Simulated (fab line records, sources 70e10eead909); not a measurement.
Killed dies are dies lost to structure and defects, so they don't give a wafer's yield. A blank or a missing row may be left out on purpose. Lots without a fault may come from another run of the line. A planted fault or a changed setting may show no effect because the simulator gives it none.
Tool commonality check | flow nand_harc | 14 lots, 51 wafers sampled

WHY IT WAS OPENED
At NHARC_P_GATE_INSPECT_68 the reading raw_defect_count is flagged on 3 of 14 lots. Wafers without a fault read 201, standard deviation 75.
Rule: a lot is flagged when every wafer of it that has a number lies more than 4 standard deviations from that mean, or none has a number. The other lots count as sound.

lot  | measured     | on                | raw_defect_count, wafer by wafer | flag
L990 | day 5 04:16  | defect_inspect-01 | 144 164 129                      |
L991 | day 5 14:05  | defect_inspect-01 | 168 117 187                      |
L995 | day 6 12:15  | defect_inspect-01 | 158 226 237                      |
L996 | day 7 03:47  | defect_inspect-01 | 822 748 857 819 765 851          | FLAGGED
L998 | day 7 20:14  | defect_inspect-02 | 636 654 637 628 654 653          | FLAGGED
L999 | day 8 01:01  | defect_inspect-01 | 681 739 707 679 738 711          | FLAGGED
L104 | day 9 09:53  | defect_inspect-01 | 123 195 166                      |
L106 | day 9 18:19  | defect_inspect-01 | 212 336 268                      |
L108 | day 9 23:41  | defect_inspect-02 | 194 101 269                      |
L107 | day 10 00:44 | defect_inspect-02 | 246 195 201                      |
L110 | day 10 06:07 | defect_inspect-01 | 283 139 175                      |
L109 | day 10 06:52 | defect_inspect-01 | 173 174 214                      |
L112 | day 11 00:35 | defect_inspect-01 | 281 192 221                      |
L113 | day 11 09:39 | defect_inspect-02 | 150 114 160                      |
The numbers of the flagged lots are 721 on average: +520 against the usual, or +7 standard deviations.

WHICH TOOL RAN EACH LOT
The record holds 3 process steps before the reading, out of a route of 1159 steps. In each cell: the tool, then ch and the chambers that the sampled wafers went through, then the start.
lot  | flag    | NHARC_P_GATE_STRIP_95                | NHARC_P_GATE_SPUTTER_78      | NHARC_P_GATE_RTA_82
L990 |         | plasma_asher-02 ch 0,1, day 5 02:27  | pvd_sputter-01, day 5 03:26  | rtp_anneal-02 ch 0, day 5 04:04
L991 |         | plasma_asher-02 ch 0,1, day 5 11:55  | pvd_sputter-01, day 5 12:53  | rtp_anneal-02 ch 0, day 5 13:53
L995 |         | plasma_asher-02 ch 1, day 6 10:26    | pvd_sputter-03, day 6 11:25  | rtp_anneal-01 ch 0, day 6 12:05
L996 | FLAGGED | plasma_asher-01 ch 0,1, day 7 01:57  | pvd_sputter-03, day 7 02:56  | rtp_anneal-02 ch 0, day 7 03:37
L998 | FLAGGED | plasma_asher-02 ch 0,1, day 7 18:21  | pvd_sputter-03, day 7 19:20  | rtp_anneal-02 ch 0, day 7 20:02
L999 | FLAGGED | plasma_asher-02 ch 0,1, day 7 22:42  | pvd_sputter-03, day 7 23:45  | rtp_anneal-01 ch 0, day 8 00:49
L104 |         | plasma_asher-02 ch 0,1, day 9 07:57  | pvd_sputter-02, day 9 08:55  | rtp_anneal-02 ch 0, day 9 09:41
L106 |         | plasma_asher-02 ch 0,1, day 9 16:29  | pvd_sputter-02, day 9 17:27  | rtp_anneal-02 ch 0, day 9 18:07
L108 |         | plasma_asher-02 ch 0,1, day 9 21:52  | pvd_sputter-01, day 9 22:49  | rtp_anneal-01 ch 0, day 9 23:29
L107 |         | plasma_asher-02 ch 0,1, day 9 22:56  | pvd_sputter-01, day 9 23:53  | rtp_anneal-02 ch 0, day 10 00:38
L110 |         | plasma_asher-02 ch 0,1, day 10 04:11 | pvd_sputter-01, day 10 05:15 | rtp_anneal-01 ch 0, day 10 05:56
L109 |         | plasma_asher-02 ch 0,1, day 10 04:58 | pvd_sputter-01, day 10 06:01 | rtp_anneal-02 ch 0, day 10 06:41
L112 |         | plasma_asher-01 ch 0,1, day 10 22:12 | pvd_sputter-03, day 10 23:22 | rtp_anneal-01 ch 0, day 11 00:23
L113 |         | plasma_asher-02 ch 0,1, day 11 07:41 | pvd_sputter-02, day 11 08:40 | rtp_anneal-02 ch 0, day 11 09:28
What these steps do:
- NHARC_P_GATE_STRIP_95: strips in O2.
- NHARC_P_GATE_SPUTTER_78: material Ni, target thk 10 nm.
- NHARC_P_GATE_RTA_82: time 30 s.
- NHARC_P_GATE_INSPECT_68

FLAGGED OVER TOTAL, TOOL BY TOOL (the gauges that took the reading come last)
step                    | tool              | lots run | flagged | share of the flagged lots | sound lots run after its first flagged lot
NHARC_P_GATE_STRIP_95   | plasma_asher-01   | 2        | 1       | some                      | 1 (L112)
NHARC_P_GATE_STRIP_95   | plasma_asher-02   | 12       | 2       | some                      | 7 (L104,L106,L108,L107,L110,L109,L113)
NHARC_P_GATE_SPUTTER_78 | pvd_sputter-01    | 6        | 0       | none                      | -
NHARC_P_GATE_SPUTTER_78 | pvd_sputter-02    | 3        | 0       | none                      | -
NHARC_P_GATE_SPUTTER_78 | pvd_sputter-03    | 5        | 3       | all                       | 1 (L112)
NHARC_P_GATE_RTA_82     | rtp_anneal-01     | 5        | 1       | some                      | 3 (L108,L110,L112)
NHARC_P_GATE_RTA_82     | rtp_anneal-02     | 9        | 2       | some                      | 5 (L104,L106,L107,L109,L113)
NHARC_P_GATE_INSPECT_68 | defect_inspect-01 | 10       | 2       | some                      | 5 (L104,L106,L110,L109,L112)
NHARC_P_GATE_INSPECT_68 | defect_inspect-02 | 4        | 1       | some                      | 3 (L108,L107,L113)

WHAT THE TABLE ALLOWS
1 row of the table ran every flagged lot: pvd_sputter-03 at NHARC_P_GATE_SPUTTER_78.
- pvd_sputter-03 at NHARC_P_GATE_SPUTTER_78: 3 of its 5 lots flagged. Sound lots ran on it after the first flagged one (L112), which a lasting fault on the whole tool wouldn't allow.
No row of the table ran every flagged lot and no sound lot after the first.

WHAT THE SIMULATOR HAD PUT IN
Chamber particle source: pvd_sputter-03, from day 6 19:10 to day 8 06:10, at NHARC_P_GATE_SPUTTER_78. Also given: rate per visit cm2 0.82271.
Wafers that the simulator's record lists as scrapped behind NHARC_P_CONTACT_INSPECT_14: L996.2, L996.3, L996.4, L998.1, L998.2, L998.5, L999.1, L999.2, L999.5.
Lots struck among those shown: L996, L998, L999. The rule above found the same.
